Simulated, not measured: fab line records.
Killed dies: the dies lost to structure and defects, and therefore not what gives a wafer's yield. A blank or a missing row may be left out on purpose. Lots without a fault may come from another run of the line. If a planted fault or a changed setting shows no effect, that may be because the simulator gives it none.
A lot that was struck, set against a sound lot || flow n5_finfet || 19 out of 1938 route steps
Sound: the wafers L372.2, L372.3, L372.5. Struck: wafer L384.6. (L384.1 of the same lot was not struck and is left out.) The cause comes at the end.
For every step that has rows: the tool of each side, followed by ch and its chambers, followed by its first start. Under that, the readings that differ: sound wafers || struck wafers || difference of the means || sigmas: that difference in standard deviations of wafers without a fault.
alike: a reading whose means differ by less than 2 such deviations, as well as words and numbers matching on both sides. not compared: withheld readings; readings where some wafer has no value; bounds like >300 that might hide an equal value; numbers whose values overlap and for which the record gives no deviation.
Wherever a step has rows on one side only, a row that says differs or no value, or a row with sigmas, the two part there. Numbers that don't overlap but have no deviation are shown without sigmas and don't part them. A reading missing from all wafers of one side parts the sides only when that side holds two or more wafers.

first, 1 step without rows for these wafers: N5_PASSIVATION_STRIP_14 (strips in O2).
N5_PASSIVATION_ETCH_15: etches SiCN in CF4/N2, target depth 75 nm, time 81.2 s.
  sound on rie_diel-06 ch 0,1,2; struck on rie_diel-01 ch 3
{"reading": "mfc_ar_sccm (sccm)", "sound": "100.46 100.24 100.09", "struck": 99.54, "difference": -0.72, "sigmas": -2}
  alike: drypump_motor_current_A, oes_product_au, rf_vpp_V, showerhead_plenum_p_Torr, throttle_valve_pct
  not compared: rf_hours_counter_h
then, 2 steps without rows for these wafers: N5_PASSIVATION_STRIP_73 (strips in post etch residue remover, time 60 s); N5_PASSIVATION_SRD_17 (time 30 s, dry time 30 s).
N5_PASSIVATION_DEGAS_18: time 60 s.
  struck on pvd_sputter-02, day 17 07:59; sound on pvd_sputter-01, day 13 15:32
{"reading": "heater_power_w (W)", "sound": "484 430 416", "struck": 607, "difference": "+164", "sigmas": "+2"}
N5_PASSIVATION_PRE_CLEAN_19:
  struck on pvd_sputter-02, day 17 08:02; sound on pvd_sputter-01, day 13 15:34
{"reading": "heater_power_w (W)", "sound": "486 416 425", "struck": 626, "difference": "+184", "sigmas": "+3"}
N5_PASSIVATION_SPUTTER_20: material TaN, target thk 50 nm.
  struck on pvd_sputter-02, day 17 08:04; sound on pvd_sputter-01, day 13 15:37
  alike: throttle_valve_pct
N5_PASSIVATION_AL_DEP_21: deposits Al, target thk 2800 nm, time 170 s.
  struck on pvd_sputter-02, day 17 08:10; sound on pvd_sputter-01, day 13 15:43
  alike: throttle_valve_pct
then, 4 steps without rows for these wafers: N5_PASSIVATION_HMDS_23 (time 60 s); N5_PASSIVATION_COAT_24; N5_PASSIVATION_EBR_26; N5_PASSIVATION_SOFTBAKE_25 (time 90 s).
N5_PASSIVATION_EXPOSE_27: exposes mask PAD, defocus 0 nm.
  sound on krf_scanner-01 ch 0, day 13 16:01; struck on krf_scanner-02 ch 0, day 17 08:28
  alike: mask
then, 3 steps without rows for these wafers: N5_PASSIVATION_PEB_28; N5_PASSIVATION_DEVELOP_29 (develop time 60 s); N5_PASSIVATION_HARDBAKE_31 (time 120 s).
N5_PASSIVATION_CD_MEAS_30: the cd target is 4000 nm.
  sound on cd_sem-03 ch 0, day 13 16:11; struck on cd_sem-02 ch 0, day 17 08:38
{"reading": "cd_nm (nm)", "sound": "3996.0 3999.4 3998.4", "struck": 4022.7, "difference": "+24.8", "sigmas": "+17"}
N5_PASSIVATION_OVL_MEAS_63:
  sound on overlay-02 ch 0, day 13 16:13; struck on overlay-02 ch 0, day 17 08:40
  alike: PAD_OVL
following that, these wafers have no rows for 1 step: N5_PASSIVATION_PROBE_49.

WHERE THEY PART
Earliest at N5_PASSIVATION_ETCH_15; latest, in this record, at N5_PASSIVATION_CD_MEAS_30. Later steps at which nothing parts them and some readings are alike: N5_PASSIVATION_OVL_MEAS_63.

WHY: what the simulator had put in
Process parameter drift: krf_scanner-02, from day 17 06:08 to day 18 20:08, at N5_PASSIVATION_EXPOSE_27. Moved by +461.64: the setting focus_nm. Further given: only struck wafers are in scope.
